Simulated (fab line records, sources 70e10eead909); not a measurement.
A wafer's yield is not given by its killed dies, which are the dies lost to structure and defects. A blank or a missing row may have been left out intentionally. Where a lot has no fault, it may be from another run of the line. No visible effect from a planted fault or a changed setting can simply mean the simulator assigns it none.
fab line records ; flow nand_harc
record lots=7; wafers=21; last_day=32
route steps=1302 shown P_GATE@198 END@1302
lots that met no fault: taken from a fault-free run of the same line
start_h: hours from the record's first day to the start of the lot's first wafer shown ; wait_h: time in hours since the lot's previous step ; " repeats the value in the row above ; L1.1+2: a single row standing in for several wafers ; - no value, or no start was given ; * or withheld: withheld ; < > ~ a bound
route shown NAME@n: a module of which the file shows steps, and the number in the route of the first ; usual: average and standard deviation across the fault-free wafers ; same: alike in all rows ; chamber/n: place in a boat ; sites: per-site readings ; _std_site: the standard deviation of these ; _edge_site: the outer-site mean with the inner-site mean subtracted ; radius_mm: for every site, how far away it sits from the centre of the wafer ; mask NAME#n: copy n ; behind: tool/chamber where the wafer was last shaped ; hold: what put the lot on hold/how long, in hours/how the hold closed ; device: transistor that didn't switch, given as n, p or np ; end of line: the same wafers' tests at the end of the route ; where a step has no rows: the recipe by itself ; killed: at the first sort, the dies lost to defects and structure; wafer yield is something else ; map: a wafer's dies, x killed, . not, _ none there
set.NAME: the setting that was run; set.NAME@STEP: the one run at that earlier step ; model.NAME: the simulator's own value behind a step, which no gauge read
lots seen at some steps along the route; tables by step, rows by wafer
services: from which hour (start_h, from the record's first day; less than 0 if before it) a tool's chamber was out of use, for how many hours, and why
## steps
# step NHARC_P_GATE_PEB_89
# recipe peb_temp_c=118; peb_time_s=85
# step NHARC_P_GATE_DEVELOP_90
# recipe time_s=70
# step NHARC_P_GATE_CD_MEAS_91
# recipe target_cd_nm=2000; landing_energy_ev=500
# usual cd_nm=1999.6/1.8
lot.wafer;tool;chamber;start_h;wait_h;cd_nm
L302.1;cd_sem-01;0;151.60;-;1998.3
L302.2;cd_sem-01;0;151.60;-;2000.5
L302.4;cd_sem-01;0;151.60;-;1998.4
L303.2;cd_sem-02;0;151.92;-;1999.3
L303.5;cd_sem-02;0;151.92;-;1998.9
L303.6;cd_sem-02;0;151.92;-;1998.0
L304.2;cd_sem-01;0;158.27;-;1999.6
L304.3;cd_sem-01;0;158.27;-;2001.3
L304.4;cd_sem-01;0;158.27;-;2000.7
L313.3;cd_sem-02;0;262.43;-;2003.0
L313.5;cd_sem-02;0;262.43;-;1999.5
L313.6;cd_sem-02;0;262.43;-;2001.7
L315.2;cd_sem-01;0;273.34;-;1997.2
L315.4;cd_sem-01;0;273.34;-;1998.0
L315.6;cd_sem-01;0;273.34;-;1999.1
L319.1;cd_sem-03;0;312.71;-;2000.6
L319.5;cd_sem-03;0;312.71;-;2002.2
L319.6;cd_sem-03;0;312.71;-;2000.9
L320.2;cd_sem-02;0;318.54;-;1998.5
L320.3;cd_sem-02;0;318.54;-;2000.1
L320.5;cd_sem-02;0;318.54;-;2001.8
# step NHARC_P_GATE_HARDBAKE_92
# recipe temp_c=125; time_s=80
# step NHARC_P_GATE_DESCUM_93
# recipe time_s=3; o2_flow_sccm=200; ar_flow_sccm=0; bias_power_w=0; chemistry=O2
# usual drypump_motor_current_A=5.7/0.42; oes_product_au=1.004/0.0094; rf_vpp_V=57.9/0.86; showerhead_plenum_p_Torr=1.94/0.069; throttle_valve_pct=11.310/0.0099
lot.wafer;tool;chamber;start_h;wait_h;drypump_motor_current_A;oes_product_au;rf_hours_counter_h;rf_vpp_V;showerhead_plenum_p_Torr;throttle_valve_pct
L302.2;rie_diel-04;2;151.76;-;5.9;0.991;7;55.8;1.84;11.311
L302.4;rie_diel-04;3;151.76;-;5.4;1.001;7;58.4;1.92;11.314
L302.1;rie_diel-04;0;151.76;-;5.4;1.006;6;56.7;1.92;11.302
L303.2;rie_diel-04;3;152.11;-;5.4;0.999;7;56.8;1.92;11.304
L303.5;rie_diel-04;0;152.11;-;5.4;1.012;-;58.4;1.92;11.316
L303.6;rie_diel-04;1;152.11;-;6.0;1.009;-;58.5;2.06;11.318
L304.3;rie_diel-04;0;158.43;-;5.4;0.996;6;59.3;1.92;11.321
L304.4;rie_diel-04;1;158.43;-;6.0;0.999;7;58.8;2.06;11.310
L304.2;rie_diel-04;3;158.43;-;5.4;0.996;7;57.8;1.92;11.301
L313.3;rie_diel-10;0;262.61;-;5.8;0.998;0;59.1;1.87;11.307
L313.6;rie_diel-10;2;262.61;-;4.9;1.017;-;57.5;2.03;11.300
L313.5;rie_diel-10;3;262.61;-;5.1;1.014;-;55.3;1.94;11.294
L315.4;rie_diel-09;3;273.50;-;6.0;1.002;8;58.0;2.01;11.315
L315.2;rie_diel-09;2;273.50;-;5.8;0.998;7;57.8;1.88;11.307
L315.6;rie_diel-09;3;273.50;-;6.0;1.007;-;58.1;2.01;11.293
L319.1;rie_diel-04;1;312.88;-;6.0;0.999;7;59.3;2.06;11.313
L319.5;rie_diel-04;0;312.88;-;5.4;0.996;-;59.1;1.91;11.300
L319.6;rie_diel-04;1;312.88;-;6.0;1.000;-;58.2;2.06;11.307
L320.2;rie_diel-10;0;318.70;-;5.8;1.005;3;57.6;1.87;11.312
L320.3;rie_diel-10;3;318.70;-;5.1;1.016;3;57.8;1.94;11.297
L320.5;rie_diel-10;0;318.70;-;5.8;0.996;-;58.7;1.87;11.321
# step NHARC_P_GATE_IMPLANT_94
# recipe energy_kev=60; dose_cm2=2e+15; tilt_deg=7
# step NHARC_P_GATE_STRIP_113
# recipe power_w=1500; temp_c=110; time_s=740; chemistry=N2/H2
# usual drypump_motor_current_A=5.4/0.38; heater_power_w=84/5.1
lot.wafer;tool;chamber;start_h;wait_h;drypump_motor_current_A;heater_power_w;rf_hours_counter_h
L302.2;plasma_asher-01;1;152.13;0.2;5.3;84;33
L302.1;plasma_asher-01;0;152.13;0.2;5.3;77;33
L302.4;plasma_asher-01;1;152.13;0.2;5.3;84;-
L303.2;plasma_asher-01;1;153.03;0.7;5.3;85;34
L303.6;plasma_asher-01;0;153.03;0.7;5.3;78;-
L303.5;plasma_asher-01;1;153.03;0.7;5.3;85;-
L304.2;plasma_asher-01;0;158.79;0.2;5.4;76;37
L304.4;plasma_asher-01;0;158.79;0.2;5.3;77;-
L304.3;plasma_asher-01;1;158.79;0.2;5.3;85;-
L313.3;plasma_asher-02;0;263.32;0.5;4.9;82;-
L313.5;plasma_asher-02;1;263.32;0.5;6.0;91;-
L313.6;plasma_asher-02;0;263.32;0.5;4.9;82;-
L315.2;plasma_asher-01;1;273.98;0.3;5.3;90;21
L315.4;plasma_asher-01;0;273.98;0.3;5.4;79;-
L315.6;plasma_asher-01;0;273.98;0.3;5.3;76;-
L319.1;plasma_asher-01;0;313.23;0.2;5.3;78;29
L319.6;plasma_asher-01;0;313.23;0.2;5.3;77;-
L319.5;plasma_asher-01;1;313.23;0.2;5.3;89;-
L320.2;plasma_asher-02;1;319.19;0.3;6.0;92;12
L320.3;plasma_asher-02;1;319.19;0.3;6.0;88;-
L320.5;plasma_asher-02;0;319.19;0.3;4.8;82;-
# step NHARC_P_GATE_STRIP_95
# recipe power_w=1500; temp_c=250; chemistry=O2
# usual drypump_motor_current_A=5.4/0.38; heater_power_w=316/19
lot.wafer;tool;chamber;start_h;wait_h;drypump_motor_current_A;heater_power_w;rf_hours_counter_h
L302.2;plasma_asher-01;1;152.84;0.6;5.3;311;34
L302.1;plasma_asher-01;0;152.84;0.6;5.3;291;34
L302.4;plasma_asher-01;1;152.84;0.6;5.3;315;-
L303.2;plasma_asher-01;1;153.64;0.5;5.3;309;34
L303.6;plasma_asher-01;0;153.64;0.5;5.3;293;-
L303.5;plasma_asher-01;1;153.64;0.5;5.3;310;-
L304.2;plasma_asher-01;0;159.51;0.6;5.3;296;37
L304.4;plasma_asher-01;0;159.51;0.6;5.3;285;-
L304.3;plasma_asher-01;1;159.51;0.6;5.3;317;-
L313.3;plasma_asher-02;0;263.72;0.3;4.8;312;-
L313.5;plasma_asher-02;1;263.72;0.3;6.0;347;-
L313.6;plasma_asher-02;0;263.72;0.3;4.9;315;-
L315.2;plasma_asher-01;1;274.59;0.5;5.3;332;22
L315.4;plasma_asher-01;0;274.59;0.5;5.4;290;-
L315.6;plasma_asher-01;0;274.59;0.5;5.3;291;-
L319.1;plasma_asher-01;0;313.95;0.6;5.3;291;29
L319.6;plasma_asher-01;0;313.95;0.6;5.3;294;-
L319.5;plasma_asher-01;1;313.95;0.6;5.3;325;-
L320.2;plasma_asher-02;1;319.80;0.5;6.0;339;12
L320.3;plasma_asher-02;1;319.80;0.5;5.9;335;-
L320.5;plasma_asher-02;0;319.80;0.5;4.8;316;-
# step NHARC_P_GATE_STRIP_96
# recipe time_s=900; temp_c=130; chemistry=SPM
# step NHARC_P_GATE_RTA_64
# recipe temp_c=1050; time_s=1
# usual lamp_power_pct=32/3.8; lamp_zone_3_pct=32/3.8; wafer_temp_C_max=1055.4/1
lot.wafer;tool;chamber;start_h;wait_h;lamp_power_pct;lamp_zone_3_pct;wafer_temp_C_max
L302.1;rtp_anneal-02;0;153.42;-;28;28;1054.5
L302.2;rtp_anneal-02;0;153.42;-;28;28;1055.8
L302.4;rtp_anneal-02;0;153.42;-;28;28;1055.7
L303.2;rtp_anneal-01;0;154.22;-;36;36;1054.4
L303.5;rtp_anneal-01;0;154.22;-;36;36;1054.4
L303.6;rtp_anneal-01;0;154.22;-;36;36;1055.4
L304.2;rtp_anneal-01;0;160.10;-;36;36;1054.6
L304.3;rtp_anneal-01;0;160.10;-;36;36;1053.9
L304.4;rtp_anneal-01;0;160.10;-;36;36;1056.0
L313.3;rtp_anneal-01;0;264.31;-;36;36;1054.6
L313.5;rtp_anneal-01;0;264.31;-;36;36;1054.0
L313.6;rtp_anneal-01;0;264.31;-;36;36;1055.6
L315.2;rtp_anneal-02;0;275.17;-;28;28;1054.5
L315.4;rtp_anneal-02;0;275.17;-;28;28;1054.8
L315.6;rtp_anneal-02;0;275.17;-;28;28;1055.2
L319.1;rtp_anneal-02;0;314.52;-;28;28;1054.1
L319.5;rtp_anneal-02;0;314.52;-;28;28;1055.6
L319.6;rtp_anneal-02;0;314.52;-;28;28;1056.4
L320.2;rtp_anneal-01;0;320.37;-;36;36;1055.0
L320.3;rtp_anneal-01;0;320.37;-;36;36;1055.0
L320.5;rtp_anneal-01;0;320.37;-;36;36;1055.4
# step NHARC_P_GATE_ETCH_77
# recipe target_depth_a=60; chemistry=dHF; material=SiO2
# step NHARC_P_GATE_DEGAS_109
# recipe temp_c=300; time_s=60
# usual heater_power_w=466/60
lot.wafer;tool;chamber;start_h;wait_h;heater_power_w
L302.1;pvd_sputter-03;-;153.73;0.1;479
L302.2;pvd_sputter-03;-;153.73;0.1;542
L302.4;pvd_sputter-03;-;153.73;0.1;505
L303.2;pvd_sputter-02;-;154.50;0.1;470
L303.5;pvd_sputter-02;-;154.50;0.1;475
L303.6;pvd_sputter-02;-;154.50;0.1;367
L304.2;pvd_sputter-02;-;160.38;0.1;383
L304.3;pvd_sputter-02;-;160.38;0.1;489
L304.4;pvd_sputter-02;-;160.38;0.1;487
L313.3;pvd_sputter-03;-;264.56;0.1;460
L313.5;pvd_sputter-03;-;264.56;0.1;514
L313.6;pvd_sputter-03;-;264.56;0.1;459
L315.4;pvd_sputter-03;-;275.45;0.1;441
L315.2;pvd_sputter-03;-;275.45;0.1;464
L315.6;pvd_sputter-03;-;275.45;0.1;503
L319.1;pvd_sputter-01;-;314.84;0.1;379
L319.5;pvd_sputter-01;-;314.84;0.1;441
L319.6;pvd_sputter-01;-;314.84;0.1;411
L320.2;pvd_sputter-01;-;320.65;0.1;429
L320.3;pvd_sputter-01;-;320.65;0.1;410
L320.5;pvd_sputter-01;-;320.65;0.1;412
# step NHARC_P_GATE_PRE_CLEAN_110
# recipe time_s=30; bias_v=200; gas=Ar
# usual bias_v=199.9/1.9; time_s=30/0
lot.wafer;tool;chamber;start_h;wait_h;bias_v;time_s
L302.4;pvd_sputter-03;-;153.78;-;-;-
L302.1;pvd_sputter-03;-;153.78;-;-;-
L302.2;pvd_sputter-03;-;153.78;-;-;-
L303.2;pvd_sputter-02;-;154.55;-;-;-
L303.6;pvd_sputter-02;-;154.55;-;-;-
L303.5;pvd_sputter-02;-;154.55;-;-;-
L304.2;pvd_sputter-02;-;160.43;-;-;-
L304.4;pvd_sputter-02;-;160.43;-;-;-
L304.3;pvd_sputter-02;-;160.43;-;-;-
L313.3;pvd_sputter-03;-;264.61;-;201.6;30
L313.6;pvd_sputter-03;-;264.61;-;200.4;30
L313.5;pvd_sputter-03;-;264.61;-;198.6;30
L315.2;pvd_sputter-03;-;275.50;-;199.4;30
L315.4;pvd_sputter-03;-;275.50;-;200.6;30
L315.6;pvd_sputter-03;-;275.50;-;195.8;30
L319.1;pvd_sputter-01;-;314.87;-;202.1;30
L319.6;pvd_sputter-01;-;314.87;-;201.6;30
L319.5;pvd_sputter-01;-;314.87;-;199.1;30
L320.3;pvd_sputter-01;-;320.70;-;194.6;30
L320.2;pvd_sputter-01;-;320.70;-;198.4;30
L320.5;pvd_sputter-01;-;320.70;-;197.7;30
# step NHARC_P_GATE_SPUTTER_78
# recipe target_thk_a=100; material=Ni
# step NHARC_END_SORT_01
# recipe temp_c=25
# usual killed_at_array=56/18; killed_at_other=1.4/1.5; killed_at_periphery=4/3.1; killed_dies=61/19; killed_open=3.5/1.8; killed_short=2.4/1.4
# same gross_dies=677
lot.wafer;tool;chamber;start_h;wait_h;killed_at_array;killed_at_other;killed_at_periphery;killed_dies;killed_open;killed_short
L302.1;prober-01;0;606.89;2.5;44;2;5;51;6;2
L302.2;prober-01;0;607.68;2.8;44;0;2;46;4;2
L302.4;prober-01;0;609.26;3.4;49;1;3;53;2;1
L313.3;prober-02;0;730.84;3.1;38;1;1;40;1;3
L313.5;prober-02;0;732.41;3.6;43;2;0;45;2;2
L313.6;prober-02;0;733.19;3.9;39;3;5;47;6;1
# killed by level:class
L302.1 A_SLIT:chamber_film_flake=26 A_CHANNEL_HOLE_D2:chamber_film_flake=10 P_CONTACT:geometric_particle:open=2 A_CHANNEL_FILL_D1:geometric_particle:open=2 P_ZERO_WELL:chamber_film_flake=2 A_CHANNEL_FILL_D2:chamber_film_flake=2 P_M0:geometric_particle:short=1 A_WL_FILL:geometric_particle:open=1
L302.2 A_SLIT:chamber_film_flake=19 A_CHANNEL_HOLE_D2:chamber_film_flake=10 A_M1:chamber_film_flake=4 A_STAIRCASE:chamber_film_flake=3 A_CHANNEL_FILL_D2:geometric_particle:open=2 A_CHANNEL_FILL_D2:chamber_film_flake=2 P_M0:geometric_particle:short=1 A_WL_FILL:geometric_particle:short=1
L302.4 A_SLIT:chamber_film_flake=21 A_CHANNEL_HOLE_D2:chamber_film_flake=12 A_CONTACT:chamber_film_flake=3 P_ZERO_WELL:chamber_film_flake=2 A_CHANNEL_HOLE_D1:chamber_film_flake=2 A_STAIRCASE:chamber_film_flake=2 A_WL_FILL:chamber_film_flake=2 A_CHANNEL_HOLE_D1:geometric_particle:short=1
L313.3 A_CHANNEL_HOLE_D2:chamber_film_flake=17 A_CHANNEL_HOLE_D1:chamber_film_flake=8 A_SLIT:chamber_film_flake=4 A_CONTACT:chamber_film_flake=3 A_SOURCE_PLATE:geometric_particle:short=1 A_CHANNEL_FILL_D1:geometric_particle:open=1 A_CHANNEL_FILL_D1:geometric_particle:short=1 A_ONON_D2:geometric_particle:short=1
L313.5 A_CHANNEL_HOLE_D2:chamber_film_flake=22 A_CHANNEL_HOLE_D1:chamber_film_flake=11 A_SLIT:chamber_film_flake=3 A_WL_FILL:geometric_particle:short=2 THIN_TSV:chamber_film_flake=2 A_CHANNEL_FILL_D1:geometric_particle:open=1 A_M0:geometric_particle:open=1 A_CONTACT:chamber_film_flake=1
L313.6 A_CHANNEL_HOLE_D2:chamber_film_flake=20 A_CHANNEL_HOLE_D1:chamber_film_flake=6 A_SLIT:chamber_film_flake=5 THIN_TSV:chamber_film_flake=2 P_CONTACT:geometric_particle:open=1 P_M0:geometric_particle:open=1 A_CHANNEL_FILL_D1:geometric_particle:short=1 A_DECK1_JOINT:geometric_particle:open=1
## services
tool;chamber;start_h;hours;kind
rie_diel-04;0;130.44;4.2;repair
plasma_asher-01;-;131.38;0.9;repair
rie_diel-04;1;132.43;-;clean
plasma_asher-01;-;138.19;3.7;repair
rie_diel-09;-;143.10;9.0;pm
plasma_asher-02;-;150.38;2.6;repair
plasma_asher-02;-;153.00;3.4;repair
plasma_asher-01;-;165.00;9.0;pm
plasma_asher-01;0;165.00;9.0;vent_cycle
plasma_asher-01;1;165.00;9.0;vent_cycle
pvd_sputter-03;-;170.00;10.0;pm
plasma_asher-01;0;174.00;-;clean
plasma_asher-01;1;174.00;-;clean
rie_diel-04;-;177.90;9.0;pm
pvd_sputter-01;-;226.47;10.0;pm
rie_diel-10;-;242.50;9.0;pm
rie_diel-09;1;246.60;14.7;repair
plasma_asher-02;-;249.00;9.0;pm
plasma_asher-01;-;275.60;1.7;repair
pvd_sputter-02;-;282.00;10.0;pm
rie_diel-04;1;293.79;5.0;repair
pvd_sputter-03;-;314.12;4.6;repair
pvd_sputter-02;-;318.99;0.9;repair
rie_diel-09;-;320.10;9.0;pm
## key
first_sign step=NHARC_P_GATE_PRE_CLEAN_110; reading=tool_record; direction=missing
effect none on later readings
met_at NHARC_P_GATE_PRE_CLEAN_110
struck_wafers L302.1,L302.2,L302.4,L303.2,L303.5,L303.6,L304.2,L304.3,L304.4
tester_left_out L302,L303,L304
fault kind=skipped_step_whole; tool=pvd_sputter-02,pvd_sputter-03; chamber=-; onset_h=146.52; steps=NHARC_P_GATE_PRE_CLEAN_110; scope=struck_lots_only
# tester_left_out: of these lots the tester's yield and bins aren't shown, on N5 and GAA mostly nor the transistor test; their killed dies are dies lost to structure and defects alone, not to doping, threshold or leakage, so they don't give the yield
